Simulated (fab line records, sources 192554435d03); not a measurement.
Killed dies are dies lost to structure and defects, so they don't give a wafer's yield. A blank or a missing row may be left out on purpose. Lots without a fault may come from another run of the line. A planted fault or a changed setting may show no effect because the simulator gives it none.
Chamber matching | flow n5_finfet | N5_BEOL_M0_SAQP_STRIP_86 on rie_diel-06: 4 sister chambers
The step strips in N2/H2. 16 wafers are shown with their chamber, then 8 later ones without.

WAFERS WITH THEIR CHAMBER
wafer  | chamber | showerhead_plenum_p_Torr (Torr) | oes_product_au (a.u.) | rf_vpp_V (V)
L074.1 | 0       | 3.31                            | 0.70                  | 122.2
L074.4 | 2       | 3.49                            | 0.74                  | 122.0
L074.6 | 1       | 3.13                            | 0.82                  | 118.6
L076.3 | 0       | 3.31                            | 0.69                  | 122.3
L076.4 | 1       | 3.13                            | 0.80                  | 120.0
L076.6 | 3       | 3.21                            | 0.72                  | 119.9
L078.1 | 1       | 3.13                            | 0.82                  | 123.0
L078.3 | 2       | 3.49                            | 0.75                  | 123.9
L078.5 | 0       | 3.31                            | 0.69                  | 122.3
L079.2 | 0       | 3.31                            | 0.68                  | 123.3
L079.5 | 1       | 3.13                            | 0.80                  | 122.8
L079.6 | 0       | 3.31                            | 0.69                  | 121.5
L083.1 | 1       | 3.12                            | 0.80                  | 119.6
L083.4 | 3       | 3.20                            | 0.71                  | 121.9
L083.6 | 1       | 3.12                            | 0.81                  | 121.8
L089.1 | 2       | 3.48                            | 0.73                  | 121.0

SIGNATURES (means of the wafers above)
reading                  | chamber 0 | chamber 1 | chamber 2 | chamber 3 | scatter within a chamber
showerhead_plenum_p_Torr | 3.3100    | 3.1267    | 3.4867    | 3.2050    | 0.00456
oes_product_au           | 0.6900    | 0.8083    | 0.7400    | 0.7150    | 0.00882
rf_vpp_V                 | 122.320   | 120.967   | 122.300   | 120.900   | 1.43
Rule: a wafer's distance from a chamber is the root of the sum, over the readings, of the square of ((its reading less the chamber's mean) divided by the reading's scatter). The wafer belongs to the nearest chamber; if the next one is less than 2 further off, it can't be placed. The scatter: the root of (the sum of the squares of (reading less its chamber's mean) over the shown wafers, divided by (wafers less chambers)).

WAFERS WITHOUT THEIR CHAMBER
wafer  | showerhead_plenum_p_Torr (Torr) | oes_product_au (a.u.) | rf_vpp_V (V)
L089.3 | 3.20                            | 0.70                  | 121.8
L089.6 | 3.48                            | 0.73                  | 120.6
L090.1 | 3.47                            | 0.72                  | 122.4
L090.2 | 3.12                            | 0.79                  | 121.0
L090.4 | 3.30                            | 0.99                  | 121.4
L092.2 | 3.19                            | 0.68                  | 119.9
L092.3 | 3.47                            | 0.71                  | 122.4
L092.5 | 3.11                            | 0.78                  | 120.1

WHICH CHAMBER EACH WENT THROUGH
wafer  | from the rows above | in truth
L089.3 | 3                   | 3
L089.6 | 2                   | 2
L090.1 | 2                   | 2
L090.2 | 1                   | 1
L090.4 | 0                   | 0
L092.2 | 3                   | 3
L092.3 | 2                   | 2
L092.5 | 1                   | 1
Placed correctly: 8 of 8. Can't be placed from these rows: 0. Placed wrongly: 0.
